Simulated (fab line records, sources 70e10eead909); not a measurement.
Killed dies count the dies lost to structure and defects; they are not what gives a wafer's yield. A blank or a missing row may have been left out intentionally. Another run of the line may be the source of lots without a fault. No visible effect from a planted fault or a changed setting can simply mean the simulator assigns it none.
Check for tools in common	flow nand-harc	15 wafers sampled across 5 lots

## THE REASON FOR OPENING IT
On 2 of the 5 lots, a flag is raised at NHARC_END_SORT_01 on the reading killed-at-array. Wafers without a fault read 27, standard deviation 11.
Rule: a lot is flagged in two cases, either no wafer of it has a number, or all its wafers with numbers fall more than 4 standard deviations from that mean. As for the other lots, they are considered sound.

lot	measured	on	killed-at-array, wafer by wafer	flag
L595	day 20 20:02	prober-01	11 11 9	
L604	day 21 18:46	prober-01	676 675 675	FLAGGED
L605	day 22 08:10	prober-01	674 674 671	FLAGGED
L607	day 22 09:09	prober-02	12 12 10	
L610	day 23 12:49	prober-01	48 40 36	
The numbers of the flagged lots are 674 on average: +647 against the usual, or +59 standard deviations.

## EACH LOT AND THE TOOL IT RAN ON
The record holds 5 process steps before the reading, out of a route of 1159 steps. Cell contents, in order: the tool; ch with the chambers the sampled wafers went through; the start.
lot	flag	NHARC_A_CHANNEL_HOLE_D1_ETCH_39	NHARC_A_CHANNEL_HOLE_D1_ETCH_24	NHARC_A_CHANNEL_HOLE_D1_ETCH_33	NHARC_A_CHANNEL_HOLE_D1_STRIP_27	NHARC_A_CHANNEL_HOLE_D1_XSEM_31
L595		rie-diel-09 ch 0,2, day 8 23:41 or earlier	har-etch-02 ch 0,1, day 8 23:41	har-etch-02 ch 0,1, day 9 01:20	rie-diel-04 ch 0,3, day 9 03:34 or earlier	xsem-02 ch 0, day 9 03:34
L604	FLAGGED	rie-diel-09 ch 1,3, day 10 15:41 or earlier	har-etch-02 ch 0,1, day 10 15:41	har-etch-02 ch 0,1, day 10 17:25	rie-diel-10 ch 1,2,3, day 10 19:31 or earlier	xsem-02 ch 0, day 10 19:31
L605	FLAGGED	rie-diel-04 ch 0,1,2, day 11 14:48 or earlier	har-etch-01 ch 0,1, day 11 14:48	har-etch-01 ch 0,1, day 11 16:34	rie-diel-04 ch 2,3, day 11 18:10 or earlier	xsem-01 ch 0, day 11 18:10
L607		rie-diel-10 ch 1,2,3, day 11 16:28 or earlier	har-etch-02 ch 0,1, day 11 16:28	har-etch-02 ch 0,1, day 11 18:20	rie-diel-04 ch 0,1,3, day 11 19:58 or earlier	xsem-02 ch 0, day 11 19:58
L610		rie-diel-09 ch 1,2,3, day 12 14:22 or earlier	har-etch-02 ch 0,1, day 12 14:22	har-etch-02 ch 0,1, day 12 16:12	rie-diel-04 ch 1,2, day 12 17:50 or earlier	xsem-02 ch 0, day 12 17:50
What is done by these steps:
- NHARC_A_CHANNEL_HOLE_D1_ETCH_39: etches the open film in N2/H2, target depth 260 nm, time 325 s.
- NHARC_A_CHANNEL_HOLE_D1_ETCH_24: etches the open film in C4F8/O2/Ar, time 906.2 s, target depth 1500 nm.
- NHARC_A_CHANNEL_HOLE_D1_ETCH_33: etches the open film in C4F8/O2/Ar, time 90 s, target depth 400 nm.
- NHARC_A_CHANNEL_HOLE_D1_STRIP_27: strips in O2.
- NHARC_A_CHANNEL_HOLE_D1_XSEM_31
- NHARC_END_SORT_01

## FLAGGED OVER TOTAL, TOOL BY TOOL (the gauges that took the reading come last)
step	tool	lots run	flagged	share of the flagged lots	sound lots run after its first flagged lot
NHARC_A_CHANNEL_HOLE_D1_ETCH_39	rie-diel-04	1	1	some	0
NHARC_A_CHANNEL_HOLE_D1_ETCH_39	rie-diel-09	3	1	some	1 (L610)
NHARC_A_CHANNEL_HOLE_D1_ETCH_39	rie-diel-10	1	0	none	-
NHARC_A_CHANNEL_HOLE_D1_ETCH_24	har-etch-01	1	1	some	0
NHARC_A_CHANNEL_HOLE_D1_ETCH_24	har-etch-02	4	1	some	2 (L607,L610)
NHARC_A_CHANNEL_HOLE_D1_ETCH_33	har-etch-01	1	1	some	0
NHARC_A_CHANNEL_HOLE_D1_ETCH_33	har-etch-02	4	1	some	2 (L607,L610)
NHARC_A_CHANNEL_HOLE_D1_STRIP_27	rie-diel-04	4	1	some	2 (L607,L610)
NHARC_A_CHANNEL_HOLE_D1_STRIP_27	rie-diel-10	1	1	some	0
NHARC_A_CHANNEL_HOLE_D1_XSEM_31	xsem-01	1	1	some	0
NHARC_A_CHANNEL_HOLE_D1_XSEM_31	xsem-02	4	1	some	2 (L607,L610)
NHARC_END_SORT_01	prober-01	4	2	all	1 (L610)
NHARC_END_SORT_01	prober-02	1	0	none	-
NHARC_A_CHANNEL_HOLE_D1_ETCH_39 gives no start for some lots, so the hours and the order of its lots are those of NHARC_A_CHANNEL_HOLE_D1_ETCH_24. NHARC_A_CHANNEL_HOLE_D1_STRIP_27 gives no start for some lots, so the hours and the order of its lots are those of NHARC_A_CHANNEL_HOLE_D1_XSEM_31.

## WHAT THE TABLE PERMITS
All flagged lots share 1 row of the table, namely prober-01 at NHARC_END_SORT_01.
- prober-01 at NHARC_END_SORT_01: 2 of its 4 lots flagged. Lots that were sound ran on it after the first flagged one (L610); a persistent fault on the entire tool would not allow that.
None of the table's rows ran every flagged lot and, after the first, no sound lot.

## WHAT HAD BEEN PUT IN BY THE SIMULATOR
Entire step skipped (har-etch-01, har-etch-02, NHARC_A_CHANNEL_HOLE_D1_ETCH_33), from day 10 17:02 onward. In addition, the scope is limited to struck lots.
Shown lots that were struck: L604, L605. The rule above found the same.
